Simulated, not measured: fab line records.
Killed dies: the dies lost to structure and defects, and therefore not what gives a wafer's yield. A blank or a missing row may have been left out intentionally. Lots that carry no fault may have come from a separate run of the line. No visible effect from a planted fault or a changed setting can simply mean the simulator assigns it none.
A lot that was struck, set against a sound lot	flow n5-finfet	21 out of 1938 route steps
Sound: the wafers L200.2, L200.5, L200.6. The struck wafers were L212.1, L212.2, L212.4. The cause comes at the end.
Each step with rows lists, per side, the tool, then ch with its chambers, then its first start. Under that, the readings that differ: sound wafers	struck wafers	difference of the means	sigmas: that difference in standard deviations of wafers without a fault.
alike: readings with means less than 2 such deviations apart, plus words and numbers identical on both sides. not compared: withheld readings, readings lacking a value on some wafer, bounds such as >300 that could conceal the same value, and numbers that have no deviation in the record and whose values overlap.
A row with sigmas, a row that says differs or no value, or rows on one side alone: a step with any of these is where the two part. Non-overlapping numbers with no deviation appear without sigmas and do not part them. Lack of a reading on every wafer of one side parts them only where that side has two or more wafers.

N5_PMOS_HMC_CHANNEL_EPI_OVL_MEAS_10:
  sound on overlay-01 ch 0, day 3 11:36; struck on overlay-01 ch 0, day 6 22:38
  alike: PMOS_HMC_BLK_OVL
N5_PMOS_HMC_CHANNEL_EPI_INSPECT_11: inspects for defects (macro).
  sound: defect-inspect-01 at day 3 11:37; struck: defect-inspect-02 at day 6 22:40
  alike: raw-defect-count
then, 1 step without rows for these wafers: N5_PMOS_HMC_CHANNEL_EPI_DESCUM_14 (chemistry O2, time 7.9 s).
N5_PMOS_HMC_CHANNEL_EPI_ETCH_32: etches BARC in N2/H2, stops on SiO2, target depth 85.8 nm, time 50.3 s.
  sound on rie-diel-03 ch 1,2,3, day 3 11:41; struck on rie-diel-03 ch 1,2,3, day 6 22:44
  alike: bias-w, chamber-pressure-mTorr, drypump-motor-current-A, oes-product-au, rf-vpp-V, showerhead-plenum-p-Torr, throttle-valve-pct
  not compared: rf-hours-counter-h
then, 1 step without rows for these wafers: N5_PMOS_HMC_CHANNEL_EPI_HM_OPEN_15 (chemistry CHF3/O2, target SiO2, target depth 40.6 nm, time 20.3 s).
N5_PMOS_HMC_CHANNEL_EPI_STRIP_33: strips in N2/H2.
  sound on rie-diel-03 ch 1,2,3, day 3 11:47; struck on rie-diel-03 ch 1,2,3, day 6 22:50
  alike: chamber-pressure-mTorr, drypump-motor-current-A, oes-product-au, rf-vpp-V, showerhead-plenum-p-Torr, throttle-valve-pct
  not compared: rf-hours-counter-h
then, 1 step without rows for these wafers: N5_PMOS_HMC_CHANNEL_EPI_STRIP_17 (strips in SPM, time 750 s).
N5_PMOS_HMC_CHANNEL_EPI_ETCH_38: etches SiO2 in CF4, target depth 1.5 nm.
  sound on rie-si-05 ch 0,1, day 3 12:05; struck on rie-si-05 ch 0,1,2, day 6 23:08
  alike: bias-w, chamber-pressure-mTorr, drypump-motor-current-A, oes-product-au, throttle-valve-pct
  not compared: rf-hours-counter-h
N5_PMOS_HMC_CHANNEL_EPI_FIN_RECESS_16: chemistry HBr/Cl2, target Si, target depth 54 nm, time 18 s.
  sound on rie-si-05 ch 0,1, day 3 12:07; struck on rie-si-05 ch 0,1,2, day 6 23:10
  alike: HBr_flow_sccm, bias-w, chamber-pressure-mTorr, drypump-motor-current-A, oes-product-au, throttle-valve-pct
  not compared: rf-hours-counter-h
then, 3 steps without rows for these wafers: N5_PMOS_HMC_CHANNEL_EPI_PRECLEAN_36 (cleans in O3/DIW, time 45 s); N5_PMOS_HMC_CHANNEL_EPI_PRECLEAN_18 (cleans in DHF, time 30 s); N5_PMOS_HMC_CHANNEL_EPI_SRD_19 (time 30 s).
N5_PMOS_HMC_CHANNEL_EPI_EPI_20: deposits SiGe30, target thk 59 nm.
  sound on epi-rpcvd-02 ch 0, day 3 12:33; struck on epi-rpcvd-01 ch 0, day 6 23:20
reading	sound	struck	difference	sigmas
chamber-pressure-Torr (Torr)	19.91 19.92 19.98	14.62 14.64 14.69	-5.29	-99 or more
model.SiGe30_of_PMOS_HMC_CHANNEL_EPI_EPI_20.thk-nm (nm)	58.67 58.57 58.54	51.91 51.74 51.85	-6.76	
  alike: susceptor_temp_C_max
then, 2 steps without rows for these wafers: N5_PMOS_HMC_CHANNEL_EPI_HM_STRIP_35 (strips SiO2 in dHF, material SiO2, target depth 39.6 nm, time 216 s); N5_PMOS_HMC_CHANNEL_EPI_SRD_39 (time 30 s).
N5_PMOS_HMC_CHANNEL_EPI_CMP_21: polishes SiGe30, target thk 54 nm.
  sound on cmp-04 ch 0,1, day 3 14:13; struck on cmp-03 ch 1,2,3, day 7 01:38
  alike: motor-current-A
N5_PMOS_HMC_CHANNEL_EPI_THK_MEAS_22:
  sound: film-metro-02 at day 3 14:29; struck: film-metro-01 at day 7 01:54
reading	sound	struck	difference	sigmas
HMC_CMP_THK (nm)	54.1 54.5 54.0	51.8 51.7 51.8	-2.4	-4
then, 1 step without rows for these wafers: N5_PMOS_HMC_CHANNEL_EPI_PRECLEAN_40 (cleans in DHF, time 30 s).
N5_PMOS_HMC_CHANNEL_EPI_PRECLEAN_37: cleans in O3/DIW, time 45 s.
  sound on wet-bench-05 ch 3,4,5, day 3 14:31; struck on wet-bench-03 ch 3,6,7, day 7 01:56
reading	sound	struck	difference	sigmas
model.SiGe30_of_PMOS_HMC_CHANNEL_EPI_EPI_20.thk-nm (nm)	53.28 53.38 53.2	51.13 50.97 51.08	-2.23	
then, 1 step without rows for these wafers: N5_PMOS_HMC_CHANNEL_EPI_PRECLEAN_24 (cleans in DHF, time 30 s).
N5_PASSIVATION_PROBE_49:
  the record has rows for the sound wafers here (prober-01, day 16 17:28) and none for the struck ones

WHERE THEY PART
Last at N5_PASSIVATION_PROBE_49 as far as this record goes, first at N5_PMOS_HMC_CHANNEL_EPI_EPI_20.

WHY: the cause the simulator had injected
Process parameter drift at N5_PMOS_HMC_CHANNEL_EPI_EPI_20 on epi-rpcvd-01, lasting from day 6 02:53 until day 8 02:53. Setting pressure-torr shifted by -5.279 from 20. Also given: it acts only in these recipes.
